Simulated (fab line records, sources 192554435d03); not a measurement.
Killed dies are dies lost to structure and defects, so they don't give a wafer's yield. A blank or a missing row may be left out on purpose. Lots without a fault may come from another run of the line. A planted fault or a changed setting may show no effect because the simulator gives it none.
fab line records | flow n5_finfet
record lots=24 wafers=72 last_day=19
route steps=1938 shown BEOL_M3@988 BEOL_M4@1059
lots that met no fault: from a run of the same line without faults
start_h: hours from the record's first day to the start of the lot's first wafer shown | wait_h: hours since the lot's step before | " the same as in the row above | L1.1+2: a row that stands for several wafers | - no value, or no start given | * or withheld: withheld | < > ~ a bound
route shown NAME@n: a module of which the file shows steps, and the number in the route of the first | usual: mean/standard deviation of fault-free wafers | same: alike in all rows | chamber/n: place in a boat | sites: the reading at each site | _std_site: their standard deviation | _edge_site: outer sites' mean less inner sites' | radius_mm: how far each site lies from the wafer's centre | mask NAME#n: copy n | behind: the tool/chamber that last shaped the wafer | hold: why the lot was held/for how many hours/how that ended | device: the transistor (n, p or np) that didn't switch | end of line: the same wafers' tests at the end of the route | a step without rows: its recipe alone | killed: dies lost to structure and defects at the first sort, not the wafer's yield | map: a wafer's dies, x killed, . not, _ none there
set.NAME: the setting as run; set.NAME@STEP: as run at that earlier step | model.NAME: the simulator's own value behind a step, which no gauge read
steps of the route over a sample of lots; a table a step, a row a wafer
services: from which hour (start_h, from the record's first day; less than 0 if before it) a tool's chamber was out of use, for how many hours, and why
## steps
# step N5_BEOL_M3_CD_MEAS_35
# recipe target_cd_nm=18 target_cd_y_nm=21 polarity=opening
# usual cd_nm=17.9/0.34
# columns lot.wafer tool chamber start_h wait_h cd_nm
L075.2 cd_sem-03 - 184.48 0.0 17.7
L075.4 " - " " 17.6
L075.5 " - " " 18.9
L074.2 cd_sem-01 - 184.98 0.0 18.0
L074.5 " - " " 18.3
L074.6 " - " " 17.6
L078.1 cd_sem-03 - 188.16 0.0 18.1
L078.2 " - " " 18.4
L078.6 " - " " 17.9
L077.2 cd_sem-03 - 188.60 0.0 17.8
L077.3 " - " " 17.9
L077.6 " - " " 17.6
L076.2 cd_sem-03 - 188.77 0.0 18.2
L076.4 " - " " 18.3
L076.6 " - " " 18.1
L079.1 cd_sem-03 - 191.76 0.0 18.2
L079.4 " - " " 17.9
L079.5 " - " " 18.7
L080.1 cd_sem-01 - 206.11 0.0 17.9
L080.3 " - " " 17.8
L080.6 " - " " 18.0
L081.3 cd_sem-01 - 206.51 0.0 17.8
L081.5 " - " " 17.8
L081.6 " - " " 18.0
L082.3 cd_sem-03 - 209.19 0.0 17.6
L082.5 " - " " 18.1
L082.6 " - " " 17.7
L083.2 cd_sem-02 - 222.48 0.0 18.2
L083.3 " - " " 17.9
L083.4 " - " " 18.0
L084.1 cd_sem-01 - 236.09 0.0 17.9
L084.4 " - " " 17.9
L084.5 " - " " 17.5
L085.4 cd_sem-02 - 238.40 0.0 18.0
L085.5 " - " " 18.0
L085.6 " - " " 18.3
L086.2 cd_sem-01 - 239.10 0.0 18.0
L086.5 " - " " 18.3
L086.6 " - " " 18.3
L087.4 cd_sem-02 - 239.10 0.0 17.3
L087.5 " - " " 18.0
L087.6 " - " " 17.4
L088.2 cd_sem-02 - 252.11 0.0 18.0
L088.3 " - " " 18.0
L088.4 " - " " 17.9
L089.1 cd_sem-01 - 253.62 0.0 18.1
L089.5 " - " " 18.0
L089.6 " - " " 18.2
L090.3 cd_sem-03 - 260.47 0.0 18.1
L090.4 " - " " 17.7
L090.5 " - " " 18.3
L091.1 cd_sem-02 - 270.31 0.0 18.2
L091.2 " - " " 18.3
L091.4 " - " " 18.2
L093.3 cd_sem-03 - 280.95 0.0 17.6
L093.4 " - " " 17.2
L093.6 " - " " 17.8
L092.1 cd_sem-02 - 283.15 0.0 18.2
L092.3 " - " " 17.6
L092.5 " - " " 18.0
L094.1 cd_sem-01 - 292.45 0.0 18.2
L094.2 " - " " 18.6
L094.5 " - " " 18.2
L096.2 cd_sem-01 - 301.32 0.0 18.3
L096.3 " - " " 18.1
L096.6 " - " " 18.7
L095.1 cd_sem-02 - 306.00 0.0 18.6
L095.4 " - " " 18.3
L095.5 " - " " 18.1
L097.3 cd_sem-01 - 310.12 0.0 17.9
L097.4 " - " " 17.5
L097.5 " - " " 17.7
# step N5_BEOL_M3_ANNEAL_91
# recipe temp_c=400 time_s=240 ambient=vacuum
# usual heater_power_w=844/85
# columns lot.wafer tool chamber start_h wait_h heater_power_w
L075.2 pvd_sputter-03 - 186.36 0.0 807
L075.4 " - " " 901
L075.5 " - " " 796
L074.2 pvd_sputter-03 - 188.20 0.0 703
L074.5 " - " " 938
L074.6 " - " " 707
L078.1 pvd_sputter-01 - 190.62 0.0 870
L078.2 " - " " 819
L078.6 " - " " 835
L077.2 pvd_sputter-03 - 190.82 0.0 730
L077.3 " - " " 935
L077.6 " - " " 915
L076.2 pvd_sputter-02 - 191.09 0.0 865
L076.4 " - " " 1023
L076.6 " - " " 902
L079.1 pvd_sputter-02 - 194.61 0.0 778
L079.4 " - " " 920
L079.5 " - " " 859
L080.1 pvd_sputter-03 - 208.45 0.0 924
L080.3 " - " " 746
L080.6 " - " " 905
L081.3 pvd_sputter-01 - 208.65 0.0 849
L081.5 " - " " 846
L081.6 " - " " 715
L082.3 pvd_sputter-02 - 213.22 0.0 756
L082.5 " - " " 863
L082.6 " - " " 908
L083.2 pvd_sputter-03 - 226.61 0.0 711
L083.3 " - " " 962
L083.4 " - " " 912
L084.1 pvd_sputter-01 - 238.62 0.0 846
L084.4 " - " " 847
L084.5 " - " " 882
L085.4 pvd_sputter-01 - 240.81 0.0 894
L085.5 " - " " 828
L085.6 " - " " 886
L086.2 pvd_sputter-03 - 241.10 0.0 934
L086.5 " - " " 956
L086.6 " - " " 715
L087.4 pvd_sputter-02 - 241.22 0.0 775
L087.5 " - " " 891
L087.6 " - " " 908
L088.2 pvd_sputter-01 - 254.91 0.0 734
L088.3 " - " " 844
L088.4 " - " " 832
L089.1 pvd_sputter-01 - 256.75 0.0 813
L089.5 " - " " 821
L089.6 " - " " 859
L090.3 pvd_sputter-03 - 262.89 0.0 803
L090.4 " - " " 961
L090.5 " - " " 949
L091.1 pvd_sputter-02 - 272.40 0.0 785
L091.2 " - " " 1015
L091.4 " - " " 875
L093.3 pvd_sputter-01 - 284.40 0.0 735
L093.4 " - " " 817
L093.6 " - " " 865
L092.1 pvd_sputter-03 - 286.14 0.0 790
L092.3 " - " " 722
L092.5 " - " " 950
L094.1 pvd_sputter-02 - 294.46 0.0 897
L094.2 " - " " 1033
L094.5 " - " " 891
L096.2 pvd_sputter-01 - 305.41 0.0 858
L096.3 " - " " 869
L096.6 " - " " 816
L095.1 pvd_sputter-03 - 309.94 0.0 725
L095.4 " - " " 783
L095.5 " - " " 972
L097.3 pvd_sputter-03 - 313.23 0.0 704
L097.4 " - " " 798
L097.5 " - " " 950
# step N5_BEOL_M3_SPUTTER_94
# recipe material=Cu target_thk_a=45 temp_c=-20 chamber_pressure_pa=0.07 power_w=withheld time_s=8.29
# usual throttle_valve_pct=30.3/0.96
# columns lot.wafer tool chamber start_h wait_h throttle_valve_pct
L075.2 pvd_sputter-03 - 186.72 0.1 31.6
L075.4 " - " " 30.0
L075.5 " - " " 31.8
L074.2 pvd_sputter-03 - 188.56 0.1 31.3
L074.5 " - " " 29.9
L074.6 " - " " 31.5
L078.1 pvd_sputter-01 - 190.98 0.1 30.4
L078.2 " - " " 30.3
L078.6 " - " " 30.2
L077.2 pvd_sputter-03 - 191.18 0.1 31.2
L077.3 " - " " 29.8
L077.6 " - " " 29.8
L076.2 pvd_sputter-02 - 191.45 0.1 29.9
L076.4 " - " " 30.0
L076.6 " - " " 31.6
L079.1 pvd_sputter-02 - 194.97 0.1 29.5
L079.4 " - " " 31.9
L079.5 " - " " 29.5
L080.1 pvd_sputter-03 - 208.81 0.1 30.2
L080.3 " - " " 31.2
L080.6 " - " " 29.6
L081.3 pvd_sputter-01 - 209.01 0.1 28.0
L081.5 " - " " 28.2
L081.6 " - " " 30.0
L082.3 pvd_sputter-02 - 213.58 0.1 29.5
L082.5 " - " " 29.7
L082.6 " - " " 31.6
L083.2 pvd_sputter-03 - 226.97 0.1 31.2
L083.3 " - " " 29.9
L083.4 " - " " 30.2
L084.1 pvd_sputter-01 - 238.98 0.1 30.2
L084.4 " - " " 28.1
L084.5 " - " " 30.5
L085.4 pvd_sputter-01 - 241.17 0.1 30.7
L085.5 " - " " 30.1
L085.6 " - " " 30.4
L086.2 pvd_sputter-03 - 241.46 0.1 30.0
L086.5 " - " " 29.7
L086.6 " - " " 31.0
L087.4 pvd_sputter-02 - 241.58 0.1 29.3
L087.5 " - " " 30.2
L087.6 " - " " 31.9
L088.2 pvd_sputter-01 - 255.27 0.1 30.1
L088.3 " - " " 28.2
L088.4 " - " " 30.1
L089.1 pvd_sputter-01 - 257.11 0.1 30.0
L089.5 " - " " 30.0
L089.6 " - " " 28.1
L090.3 pvd_sputter-03 - 263.25 0.1 31.6
L090.4 " - " " 29.9
L090.5 " - " " 29.9
L091.1 pvd_sputter-02 - 272.76 0.1 29.6
L091.2 " - " " 30.1
L091.4 " - " " 29.8
L093.3 pvd_sputter-01 - 284.76 0.1 30.2
L093.4 " - " " 29.8
L093.6 " - " " 28.1
L092.1 pvd_sputter-03 - 286.50 0.1 31.8
L092.3 " - " " 31.3
L092.5 " - " " 29.9
L094.1 pvd_sputter-02 - 294.82 0.1 31.6
L094.2 " - " " 30.2
L094.5 " - " " 31.6
L096.2 pvd_sputter-01 - 305.77 0.1 28.3
L096.3 " - " " 30.5
L096.6 " - " " 30.2
L095.1 pvd_sputter-03 - 310.30 0.1 31.4
L095.4 " - " " 31.6
L095.5 " - " " 29.8
L097.3 pvd_sputter-03 - 313.59 0.1 31.5
L097.4 " - " " 31.7
L097.5 " - " " 29.8
# step N5_BEOL_M4_DESCUM_33
# recipe chemistry=O2 time_s=7 source_power_w=50 bias_power_w=20 pressure_mtorr=20 rf_frequency_hz=2.712e+07 temp_c=40 resist=CAR-EUV o2_flow_sccm=225
# usual drypump_motor_current_A=5.7/0.38 oes_product_au=0.73/0.073 rf_vpp_V=243.0/1.6 showerhead_plenum_p_Torr=2.09/0.084 throttle_valve_pct=20.54/0.3
# columns lot.wafer tool chamber start_h wait_h drypump_motor_current_A oes_product_au rf_hours_counter_h rf_vpp_V showerhead_plenum_p_Torr throttle_valve_pct
L075.2 rie_diel-05 2 191.24 0.0 5.5 0.72 203 246.3 2.19 20.47
L075.4 " 3 " " 6.1 0.75 168 242.3 2.07 20.46
L075.5 " 3 " " 6.1 0.74 - 243.0 2.07 20.46
L074.2 rie_diel-05 1 193.59 0.1 6.5 0.66 238 241.8 1.96 20.56
L074.5 " 0 " " 5.6 0.69 - 242.8 2.08 20.92
L074.6 " 1 " " 6.5 0.67 - 239.6 1.96 20.57
L078.1 rie_diel-04 2 194.90 0.0 6.1 0.73 196 241.7 1.99 20.31
L078.2 " 0 " " 5.6 0.79 89 241.7 2.03 20.10
L078.6 " 0 " " 5.6 0.79 - 241.9 2.03 20.11
L077.2 rie_diel-04 0 195.12 0.1 5.6 0.79 89 242.2 2.03 20.11
L077.3 " 1 " " 5.3 0.69 216 244.3 2.18 20.94
L077.6 " 0 " " 5.6 0.80 - 241.7 2.03 20.10
L076.2 rie_diel-05 1 195.22 0.1 6.5 0.66 238 241.9 1.96 20.57
L076.4 " 2 " " 5.5 0.72 205 244.4 2.19 20.46
L076.6 " 2 " " 5.5 0.72 - 245.2 2.19 20.47
L079.1 rie_diel-02 1 199.21 0.1 5.8 0.71 207 244.5 2.16 20.67
L079.4 " 2 " " 6.4 0.82 73 245.1 2.23 20.46
L079.5 " 3 " " 4.9 0.71 - 242.6 2.05 20.33
L080.1 rie_diel-04 3 215.76 0.0 5.7 0.69 226 243.3 2.16 20.83
L080.3 " 1 " " 5.3 0.70 223 244.8 2.18 20.94
L080.6 " 1 " " 5.3 0.70 - 244.5 2.18 20.96
L081.3 rie_diel-05 3 215.99 0.0 6.1 0.74 177 241.4 2.07 20.48
L081.5 " 0 " " 5.6 0.68 - 242.4 2.08 20.92
L081.6 " 1 " " 6.5 0.66 - 240.8 1.96 20.58
L082.3 rie_diel-04 0 219.41 0.1 5.6 0.79 98 242.0 2.02 20.13
L082.5 " 1 " " 5.3 0.70 - 246.6 2.18 20.94
L082.6 " 2 " " 6.1 0.72 - 241.1 1.98 20.32
L083.2 rie_diel-04 1 230.66 0.2 5.3 0.70 229 246.3 2.18 20.96
L083.3 " 2 " " 6.0 0.73 207 241.7 1.98 20.30
L083.4 " 3 " " 5.8 0.68 230 243.4 2.16 20.85
L084.1 rie_diel-05 2 244.43 0.1 5.5 0.71 224 245.5 2.18 20.50
L084.4 " 2 " " 5.5 0.71 - 244.1 2.18 20.49
L084.5 " 0 " " 5.6 0.67 - 242.6 2.07 20.95
L085.4 rie_diel-04 2 245.06 0.0 6.1 0.72 212 240.0 1.98 20.33
L085.5 " 1 " " 5.3 0.69 - 243.4 2.17 20.97
L085.6 " 2 " " 6.1 0.71 - 242.2 1.98 20.33
L086.2 rie_diel-02 3 245.11 0.0 4.9 0.70 239 242.4 2.04 20.35
L086.5 " 0 " " 5.8 0.95 - 245.1 2.24 20.10
L086.6 " 3 " " 4.9 0.69 - 242.9 2.04 20.37
L087.4 rie_diel-05 3 245.31 0.0 6.1 0.72 - 242.5 2.07 20.48
L087.5 " 0 " " 5.6 0.68 - 241.4 2.07 20.96
L087.6 " 2 " " 5.5 0.71 - 243.1 2.18 20.51
L088.2 rie_diel-04 2 258.93 0.0 6.1 0.72 216 241.0 1.98 20.33
L088.3 " 1 " " 5.3 0.69 237 244.0 2.17 20.95
L088.4 " 3 " " 5.7 0.67 240 244.1 2.16 20.85
L089.1 rie_diel-04 1 261.94 0.2 5.3 0.69 239 244.6 2.17 20.96
L089.5 " 3 " " 5.7 0.68 - 245.0 2.16 20.86
L089.6 " 0 " " 5.6 0.77 - 240.0 2.02 20.14
L090.3 rie_diel-04 3 266.77 0.0 5.7 0.66 242 243.7 2.15 20.86
L090.4 " 0 " " 5.6 0.76 114 241.9 2.02 20.14
L090.5 " 2 " " 6.1 0.72 - 241.7 1.98 20.35
L091.1 rie_diel-04 2 277.24 0.0 6.0 0.71 224 242.2 1.98 20.33
L091.2 " 3 " " 5.7 0.66 247 243.4 2.15 20.87
L091.4 " 1 " " 5.3 0.69 245 244.3 2.17 20.99
L093.3 rie_diel-04 2 289.00 0.0 6.1 0.71 228 240.5 1.97 20.36
L093.4 " 0 " " 5.6 0.76 - 242.5 2.02 20.14
L093.6 " 1 " " 5.3 0.69 - 242.9 2.17 21.01
L092.1 rie_diel-04 2 289.62 0.0 6.1 0.70 229 242.6 1.97 20.34
L092.3 " 1 " " 5.3 0.68 249 243.9 2.17 20.99
L092.5 " 2 " " 6.0 0.71 - 241.3 1.97 20.37
L094.1 rie_diel-05 1 298.28 0.0 6.5 0.94 14 245.6 2.21 20.28
L094.2 " 0 " " 5.6 0.65 248 242.3 2.07 20.97
L094.5 " 0 " " 5.6 0.67 - 241.2 2.07 20.99
L096.2 rie_diel-02 2 312.43 0.0 6.4 0.77 117 246.3 2.21 20.53
L096.3 " 1 " " 5.8 0.68 250 244.1 2.15 20.72
L096.6 " 1 " " 5.8 0.68 - 242.7 2.15 20.72
L095.1 rie_diel-05 1 315.74 0.2 6.5 0.91 21 244.2 2.21 20.28
L095.4 " 1 " " 6.5 0.93 - 245.0 2.21 20.29
L095.5 " 3 " " 6.1 0.71 - 244.2 2.06 20.51
L097.3 rie_diel-04 1 319.85 0.1 5.3 0.97 3 245.2 2.17 20.74
L097.4 " 0 " " 5.6 0.75 138 240.4 2.01 20.17
L097.5 " 3 " " 5.7 0.94 - 244.6 2.15 20.67
# step N5_BEOL_M4_SPUTTER_86
# recipe material=Cu target_thk_a=45 temp_c=-20 chamber_pressure_pa=0.07 power_w=withheld time_s=8.29
# usual throttle_valve_pct=30.2/1
# columns lot.wafer tool chamber start_h wait_h throttle_valve_pct
L075.2 pvd_sputter-01 - 200.26 0.1 28.0
L075.4 " - " " 29.9
L075.5 " - " " 30.2
L074.2 pvd_sputter-02 - 200.68 0.1 29.8
L074.5 " - " " 29.7
L074.6 " - " " 30.4
L078.1 pvd_sputter-01 - 205.49 0.1 28.4
L078.2 " - " " 30.5
L078.6 " - " " 28.1
L077.2 pvd_sputter-02 - 210.86 0.1 30.2
L077.3 " - " " 32.0
L077.6 " - " " 32.0
L076.2 pvd_sputter-03 - 215.99 0.1 30.1
L076.4 " - " " 29.8
L076.6 " - " " 29.9
L079.1 pvd_sputter-01 - 220.69 0.1 30.0
L079.4 " - " " 28.3
L079.5 " - " " 30.1
L080.1 pvd_sputter-03 - 224.25 0.1 31.4
L080.3 " - " " 31.7
L080.6 " - " " 29.8
L081.3 pvd_sputter-03 - 234.52 0.1 31.2
L081.5 " - " " 31.3
L081.6 " - " " 31.2
L082.3 pvd_sputter-01 - 236.26 0.1 28.1
L082.5 " - " " 28.2
L082.6 " - " " 30.1
L083.2 pvd_sputter-01 - 246.93 0.1 30.2
L083.3 " - " " 30.1
L083.4 " - " " 30.3
L085.4 pvd_sputter-01 - 252.27 0.1 30.5
L085.5 " - " " 30.4
L085.6 " - " " 30.2
L084.1 pvd_sputter-03 - 255.02 0.1 31.3
L084.4 " - " " 30.0
L084.5 " - " " 31.2
L086.2 pvd_sputter-02 - 255.29 0.1 30.4
L086.5 " - " " 32.3
L086.6 " - " " 29.6
L087.4 pvd_sputter-02 - 269.58 0.1 29.9
L087.5 " - " " 30.1
L087.6 " - " " 30.5
L088.2 pvd_sputter-02 - 277.36 0.1 29.6
L088.3 " - " " 30.4
L088.4 " - " " 29.9
L089.1 pvd_sputter-02 - 281.28 0.1 30.3
L089.5 " - " " 29.4
L089.6 " - " " 31.9
L090.3 pvd_sputter-02 - 288.80 0.1 31.9
L090.4 " - " " 29.9
L090.5 " - " " 32.0
L091.1 pvd_sputter-02 - 290.94 0.1 30.3
L091.2 " - " " 30.0
L091.4 " - " " 32.0
L093.3 pvd_sputter-01 - 294.46 0.1 30.6
L093.4 " - " " 28.3
L093.6 " - " " 29.9
L092.1 pvd_sputter-01 - 297.82 0.1 28.1
L092.3 " - " " 30.1
L092.5 " - " " 30.2
L094.1 pvd_sputter-01 - 314.66 0.1 30.4
L094.2 " - " " 27.8
L094.5 " - " " 30.5
L096.2 pvd_sputter-01 - 316.50 0.1 30.2
L096.3 " - " " 30.2
L096.6 " - " " 30.3
L095.1 pvd_sputter-03 - 323.96 0.1 31.1
L095.4 " - " " 29.7
L095.5 " - " " 31.4
L097.3 pvd_sputter-02 - 325.65 0.1 29.5
L097.4 " - " " 31.7
L097.5 " - " " 29.7
# step N5_BEOL_M4_ANNEAL_87
# recipe temp_c=400 time_s=240 ambient=vacuum
# usual heater_power_w=842/85
# columns lot.wafer tool chamber start_h wait_h heater_power_w
L075.2 pvd_sputter-01 - 200.34 0.0 843
L075.4 " - " " 816
L075.5 " - " " 821
L074.2 pvd_sputter-02 - 200.76 0.0 880
L074.5 " - " " 743
L074.6 " - " " 988
L078.1 pvd_sputter-01 - 205.57 0.0 850
L078.2 " - " " 915
L078.6 " - " " 852
L077.2 pvd_sputter-02 - 210.94 0.0 1015
L077.3 " - " " 894
L077.6 " - " " 903
L076.2 pvd_sputter-03 - 216.07 0.0 944
L076.4 " - " " 940
L076.6 " - " " 922
L079.1 pvd_sputter-01 - 220.77 0.0 836
L079.4 " - " " 840
L079.5 " - " " 698
L080.1 pvd_sputter-03 - 224.33 0.0 729
L080.3 " - " " 799
L080.6 " - " " 935
L081.3 pvd_sputter-03 - 234.60 0.0 704
L081.5 " - " " 783
L081.6 " - " " 727
L082.3 pvd_sputter-01 - 236.34 0.0 823
L082.5 " - " " 856
L082.6 " - " " 800
L083.2 pvd_sputter-01 - 247.01 0.0 716
L083.3 " - " " 818
L083.4 " - " " 854
L085.4 pvd_sputter-01 - 252.35 0.0 862
L085.5 " - " " 881
L085.6 " - " " 701
L084.1 pvd_sputter-03 - 255.10 0.0 775
L084.4 " - " " 931
L084.5 " - " " 728
L086.2 pvd_sputter-02 - 255.37 0.0 1003
L086.5 " - " " 903
L086.6 " - " " 861
L087.4 pvd_sputter-02 - 269.66 0.0 879
L087.5 " - " " 872
L087.6 " - " " 992
L088.2 pvd_sputter-02 - 277.44 0.0 759
L088.3 " - " " 1009
L088.4 " - " " 879
L089.1 pvd_sputter-02 - 281.36 0.0 1016
L089.5 " - " " 764
L089.6 " - " " 898
L090.3 pvd_sputter-02 - 288.88 0.0 913
L090.4 " - " " 865
L090.5 " - " " 901
L091.1 pvd_sputter-02 - 291.02 0.0 1004
L091.2 " - " " 874
L091.4 " - " " 902
L093.3 pvd_sputter-01 - 294.54 0.0 881
L093.4 " - " " 842
L093.6 " - " " 806
L092.1 pvd_sputter-01 - 297.90 0.0 849
L092.3 " - " " 718
L092.5 " - " " 708
L094.1 pvd_sputter-01 - 314.74 0.0 863
L094.2 " - " " 843
L094.5 " - " " 880
L096.2 pvd_sputter-01 - 316.58 0.0 806
L096.3 " - " " 705
L096.6 " - " " 712
L095.1 pvd_sputter-03 - 324.04 0.0 724
L095.4 " - " " 953
L095.5 " - " " 720
L097.3 pvd_sputter-02 - 325.73 0.0 779
L097.4 " - " " 908
L097.5 " - " " 775
## services
# columns tool chamber start_h hours kind
pvd_sputter-02 - 168.67 3.0 repair
rie_diel-05 1 232.24 - clean
rie_diel-05 1 232.24 - consumable_replace:focus_ring
rie_diel-05 1 232.24 - consumable_replace:showerhead
rie_diel-05 1 232.24 23.2 scheduled_down
rie_diel-05 1 232.24 23.2 vent_cycle
rie_diel-02 1 236.01 1.8 repair
rie_diel-04 - 241.54 0.5 repair
rie_diel-02 - 268.92 2.8 pm
pvd_sputter-01 - 272.01 0.5 repair
rie_diel-04 3 284.47 - clean
rie_diel-04 3 284.47 - consumable_replace:focus_ring
rie_diel-04 3 284.47 19.3 scheduled_down
rie_diel-04 3 284.47 19.3 vent_cycle
rie_diel-05 2 293.30 10.5 repair
rie_diel-05 - 300.33 0.8 repair
rie_diel-04 1 303.82 - clean
rie_diel-04 1 303.82 - consumable_replace:focus_ring
rie_diel-04 1 303.82 10.0 scheduled_down
rie_diel-04 1 303.82 10.0 vent_cycle
rie_diel-02 0 304.01 13.7 repair
rie_diel-05 0 304.85 - clean
rie_diel-05 0 304.85 - consumable_replace:focus_ring
rie_diel-05 0 304.85 18.9 scheduled_down
## key
fault none
